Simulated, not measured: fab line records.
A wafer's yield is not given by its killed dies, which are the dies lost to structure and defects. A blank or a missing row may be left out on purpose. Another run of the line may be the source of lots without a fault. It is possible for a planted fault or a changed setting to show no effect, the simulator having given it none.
Matching of chambers / flow nand_harc / NHARC_A_STAIRCASE_TRIM_20 on rie_diel-04: 4 sister chambers
The step chemistry O2, time 211.2 s. 16 wafers are shown with their chamber, then 8 later ones without.

WAFERS PAIRED WITH THEIR CHAMBERS
wafer=L075.1; chamber=2; showerhead_plenum_p_Torr (Torr)=3.61; throttle_valve_pct (%)=17.034; oes_product_au (a.u.)=0.992
wafer=L075.2; chamber=3; showerhead_plenum_p_Torr (Torr)=3.47; throttle_valve_pct (%)=17.035; oes_product_au (a.u.)=1.005
wafer=L075.4; chamber=0; showerhead_plenum_p_Torr (Torr)=3.66; throttle_valve_pct (%)=17.051; oes_product_au (a.u.)=1.007
wafer=L076.4; chamber=3; showerhead_plenum_p_Torr (Torr)=3.47; throttle_valve_pct (%)=17.048; oes_product_au (a.u.)=1.006
wafer=L076.5; chamber=3; showerhead_plenum_p_Torr (Torr)=3.47; throttle_valve_pct (%)=17.033; oes_product_au (a.u.)=0.997
wafer=L076.6; chamber=0; showerhead_plenum_p_Torr (Torr)=3.66; throttle_valve_pct (%)=17.042; oes_product_au (a.u.)=1.006
wafer=L084.2; chamber=2; showerhead_plenum_p_Torr (Torr)=3.59; throttle_valve_pct (%)=17.032; oes_product_au (a.u.)=1.004
wafer=L084.4; chamber=1; showerhead_plenum_p_Torr (Torr)=3.62; throttle_valve_pct (%)=17.050; oes_product_au (a.u.)=0.997
wafer=L084.6; chamber=0; showerhead_plenum_p_Torr (Torr)=3.64; throttle_valve_pct (%)=17.045; oes_product_au (a.u.)=1.012
wafer=L083.3; chamber=1; showerhead_plenum_p_Torr (Torr)=3.62; throttle_valve_pct (%)=17.023; oes_product_au (a.u.)=0.986
wafer=L083.4; chamber=3; showerhead_plenum_p_Torr (Torr)=3.46; throttle_valve_pct (%)=17.039; oes_product_au (a.u.)=0.995
wafer=L083.6; chamber=3; showerhead_plenum_p_Torr (Torr)=3.46; throttle_valve_pct (%)=17.026; oes_product_au (a.u.)=0.996
wafer=L093.1; chamber=1; showerhead_plenum_p_Torr (Torr)=3.60; throttle_valve_pct (%)=17.033; oes_product_au (a.u.)=0.995
wafer=L093.3; chamber=0; showerhead_plenum_p_Torr (Torr)=3.63; throttle_valve_pct (%)=17.046; oes_product_au (a.u.)=0.996
wafer=L093.5; chamber=0; showerhead_plenum_p_Torr (Torr)=3.63; throttle_valve_pct (%)=17.049; oes_product_au (a.u.)=1.005
wafer=L095.1; chamber=3; showerhead_plenum_p_Torr (Torr)=3.44; throttle_valve_pct (%)=17.040; oes_product_au (a.u.)=1.002

SIGNATURES (averages over the wafers above)
reading=showerhead_plenum_p_Torr; chamber 0=3.6440; chamber 1=3.6133; chamber 2=3.6000; chamber 3=3.4617; scatter within a chamber=0.0131
reading=throttle_valve_pct; chamber 0=17.04660; chamber 1=17.03533; chamber 2=17.03300; chamber 3=17.03683; scatter within a chamber=0.00763
reading=oes_product_au; chamber 0=1.00520; chamber 1=0.99267; chamber 2=0.99800; chamber 3=1.00017; scatter within a chamber=0.0057
Rule: for a wafer and a chamber, the distance is found by dividing, reading by reading, the gap between the wafer's reading and the chamber's mean by the reading's scatter, squaring, summing and taking the root. The wafer belongs to the nearest chamber; if the next one is less than 2 further off, it can't be placed. The scatter: the root of (the sum of the squares of (reading less its chamber's mean) over the shown wafers, divided by (wafers less chambers)).

WAFERS WHOSE CHAMBER IS MISSING
wafer=L095.2; showerhead_plenum_p_Torr (Torr)=3.57; throttle_valve_pct (%)=17.024; oes_product_au (a.u.)=1.010
wafer=L095.3; showerhead_plenum_p_Torr (Torr)=3.62; throttle_valve_pct (%)=17.043; oes_product_au (a.u.)=1.012
wafer=L094.2; showerhead_plenum_p_Torr (Torr)=3.59; throttle_valve_pct (%)=17.044; oes_product_au (a.u.)=0.993
wafer=L094.5; showerhead_plenum_p_Torr (Torr)=3.62; throttle_valve_pct (%)=17.011; oes_product_au (a.u.)=1.008
wafer=L094.6; showerhead_plenum_p_Torr (Torr)=3.44; throttle_valve_pct (%)=17.039; oes_product_au (a.u.)=1.005
wafer=L096.2; showerhead_plenum_p_Torr (Torr)=3.62; throttle_valve_pct (%)=17.041; oes_product_au (a.u.)=1.013
wafer=L096.5; showerhead_plenum_p_Torr (Torr)=3.59; throttle_valve_pct (%)=17.028; oes_product_au (a.u.)=1.004
wafer=L096.6; showerhead_plenum_p_Torr (Torr)=3.62; throttle_valve_pct (%)=17.037; oes_product_au (a.u.)=1.012

WHICH CHAMBER EACH ONE RAN IN
wafer=L095.2; from the rows above=can't be placed: 2 or 1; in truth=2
wafer=L095.3; from the rows above=can't be placed: 0 or 2 or 1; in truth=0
wafer=L094.2; from the rows above=can't be placed: 2 or 1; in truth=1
wafer=L094.5; from the rows above=can't be placed: 2 or 1 or 0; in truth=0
wafer=L094.6; from the rows above=3; in truth=3
wafer=L096.2; from the rows above=can't be placed: 0 or 2 or 1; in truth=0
wafer=L096.5; from the rows above=can't be placed: 2 or 1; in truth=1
wafer=L096.6; from the rows above=can't be placed: 0 or 2 or 1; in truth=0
Placed correctly: 1 of 8. Cannot be placed on the basis of these rows: 7; the candidates contain the true chamber in 7. Wrongly placed: 0.
